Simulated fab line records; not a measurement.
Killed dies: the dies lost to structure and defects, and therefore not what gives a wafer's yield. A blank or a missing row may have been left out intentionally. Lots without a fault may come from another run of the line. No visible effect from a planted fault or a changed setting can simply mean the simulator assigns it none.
Code-filled problem report in 8D (eight disciplines) form ; flow n5-finfet ; the parts of the form that need people (team, actions taken, sign-off) are left out

== 1. PROBLEM STATEMENT ==
Mean of temp-c at N5_STI_FIN_REVEAL_OXIDATION_33: 148.15 C across 12 wafers in 4 lots; on wafers with no fault it is 150.00 C (standard deviation 0.16). Measured from the usual mean, that is -12 standard deviations.
The step: chemistry O2 PLASMA REMOTE, time 20 s.
The first sign was on wafer L285.1 at day 6 14:38, on plasma-asher-02. At this step, 30 wafers from 10 lots have a number in the record. Rule for "out", or "out of limits": more than 4 standard deviations from the usual mean. The other wafers with a number count as sound.

== 2. WHAT THIS IS AND IS NOT ==
question;is;is not
which readings at this step;temp-c, temp-c-max;drypump-motor-current-A, heater-power-w
which lots;L285, L286, L288, L289;L270, L272, L278, L281, L290, L291
which wafers of those lots;all that have a number;-
read on which tools;plasma-asher-02;plasma-asher-01
when;from day 6 14:38;"up to then (12 sound wafers); but 6 sound wafers of L290, L291 came after"

== 3. WHAT RULES OUT EACH SUSPECT ==
Counting: a tool stays on the suspect list if, at a process step up to the reading, it processed all lots that are out and no sound lot following the first of them.
- plasma-asher-02 at N5_STI_FIN_REVEAL_OXIDATION_31 (chemistry O2 PLASMA REMOTE, time 20 s): ruled out as a lasting fault. After its first lot that is out, L285 (day 6 14:17), sound lots L290, L291 ran on it.
- plasma-asher-02 at N5_STI_FIN_REVEAL_OXIDATION_33 (chemistry O2 PLASMA REMOTE, time 20 s): kept. All lots that are out passed through it, beginning with L285 at day 6 14:38, and no sound lot followed; its final sound lot before that point was L278 at day 4 19:07. Its own temp-c, temp-c-max readings are out on those wafers.
After counting, what remains is plasma-asher-02 at N5_STI_FIN_REVEAL_OXIDATION_33.

== 4. THE CAUSE (what the simulator had put in) ==
Process parameters drifting: plasma-asher-02 at N5_STI_FIN_REVEAL_OXIDATION_33, beginning at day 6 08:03. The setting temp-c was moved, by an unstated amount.
This tool alone remained once counting was done.

== 5. SEQUENCE OF EFFECTS, ordered by route ==
Each row: a reading whose mean over the struck wafers that have a number lies more than 3 standard deviations from the usual. Only readings whose record carries a usual standard deviation are examined. hours: median over the lots of the time between each lot's start at the first step of this table that gives one and its start at this step. sigmas: the change, counted in usual standard deviations.
hours;step;reading;usual;on struck wafers;change;sigmas
0;N5_STI_FIN_REVEAL_OXIDATION_33;temp-c;150.00 C;148.15;-1.85;-12
0;N5_STI_FIN_REVEAL_OXIDATION_33;temp-c-max;150.9;148.8;-2.2;-5.7
The process steps in it:
- N5_STI_FIN_REVEAL_OXIDATION_33: chemistry O2 PLASMA REMOTE, time 20 s.
Later steps that measure or inspect, where all struck wafers having a row at the step show a number for every such reading and not one has moved that far: N5_BEOL_M4_RC_MEAS_101.

== 6. HOW IT WOULD HAVE BEEN CAUGHT EARLIER ==
First out-of-limits reading in this record: day 6 14:38, which is 7 hours after fault onset at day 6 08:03.
